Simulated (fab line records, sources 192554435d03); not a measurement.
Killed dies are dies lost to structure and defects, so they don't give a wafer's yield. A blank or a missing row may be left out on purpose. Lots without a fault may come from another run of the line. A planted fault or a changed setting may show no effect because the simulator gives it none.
Chamber matching | flow n5_finfet | N5_BEOL_M8_ETCH_62 on rie_diel-01: 4 sister chambers
The step etches SOC in N2/H2, target depth 110 nm, overetch 22 nm, time 165 s. 18 wafers are shown with their chamber, then 9 later ones without.

WAFERS WITH THEIR CHAMBER
wafer  | chamber | showerhead_plenum_p_Torr (Torr) | throttle_valve_pct (%) | drypump_motor_current_A (A)
L079.1 | 2       | 2.67                            | 18.17                  | 5.2
L079.2 | 1       | 2.49                            | 17.69                  | 5.8
L079.5 | 1       | 2.49                            | 17.68                  | 5.8
L080.2 | 2       | 2.66                            | 18.18                  | 5.1
L080.3 | 3       | 2.69                            | 17.54                  | 6.5
L080.4 | 0       | 2.50                            | 18.02                  | 5.6
L084.2 | 3       | 2.68                            | 17.56                  | 6.6
L084.5 | 2       | 2.66                            | 18.20                  | 5.1
L084.6 | 1       | 2.49                            | 17.71                  | 5.7
L091.3 | 3       | 2.68                            | 17.56                  | 6.5
L091.4 | 1       | 2.48                            | 17.74                  | 5.7
L091.6 | 2       | 2.65                            | 18.21                  | 5.1
L090.2 | 1       | 2.48                            | 17.73                  | 5.7
L090.3 | 3       | 2.68                            | 17.58                  | 6.5
L090.4 | 2       | 2.65                            | 18.22                  | 5.1
L093.4 | 3       | 2.68                            | 17.57                  | 6.5
L093.5 | 2       | 2.65                            | 18.23                  | 5.2
L093.6 | 1       | 2.48                            | 17.71                  | 5.7

SIGNATURES (means of the wafers above)
reading                  | chamber 0 | chamber 1 | chamber 2 | chamber 3 | scatter within a chamber
showerhead_plenum_p_Torr | 2.5000    | 2.4850    | 2.6567    | 2.6820    | 0.00634
throttle_valve_pct       | 18.0200   | 17.7100   | 18.2017   | 17.5620   | 0.021
drypump_motor_current_A  | 5.600     | 5.733     | 5.133     | 6.520     | 0.0498
Rule: a wafer's distance from a chamber is the root of the sum, over the readings, of the square of ((its reading less the chamber's mean) divided by the reading's scatter). The wafer belongs to the nearest chamber; if the next one is less than 2 further off, it can't be placed. The scatter: the root of (the sum of the squares of (reading less its chamber's mean) over the shown wafers, divided by (wafers less chambers)).

WAFERS WITHOUT THEIR CHAMBER
wafer  | showerhead_plenum_p_Torr (Torr) | throttle_valve_pct (%) | drypump_motor_current_A (A)
L094.2 | 2.48                            | 17.76                  | 5.7
L094.3 | 2.49                            | 17.62                  | 5.7
L094.4 | 2.67                            | 17.60                  | 6.5
L095.1 | 2.49                            | 17.64                  | 5.6
L095.4 | 2.65                            | 18.27                  | 5.2
L095.5 | 2.67                            | 17.59                  | 6.5
L096.1 | 2.67                            | 17.60                  | 6.5
L096.2 | 2.49                            | 17.64                  | 5.6
L096.6 | 2.48                            | 17.77                  | 5.8

WHICH CHAMBER EACH WENT THROUGH
wafer  | from the rows above | in truth
L094.2 | 1                   | 1
L094.3 | 1                   | 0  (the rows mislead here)
L094.4 | 3                   | 3
L095.1 | 1                   | 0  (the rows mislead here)
L095.4 | 2                   | 2
L095.5 | 3                   | 3
L096.1 | 3                   | 3
L096.2 | 1                   | 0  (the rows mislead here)
L096.6 | 1                   | 1
Placed correctly: 6 of 9. Can't be placed from these rows: 0. Placed wrongly: 3.
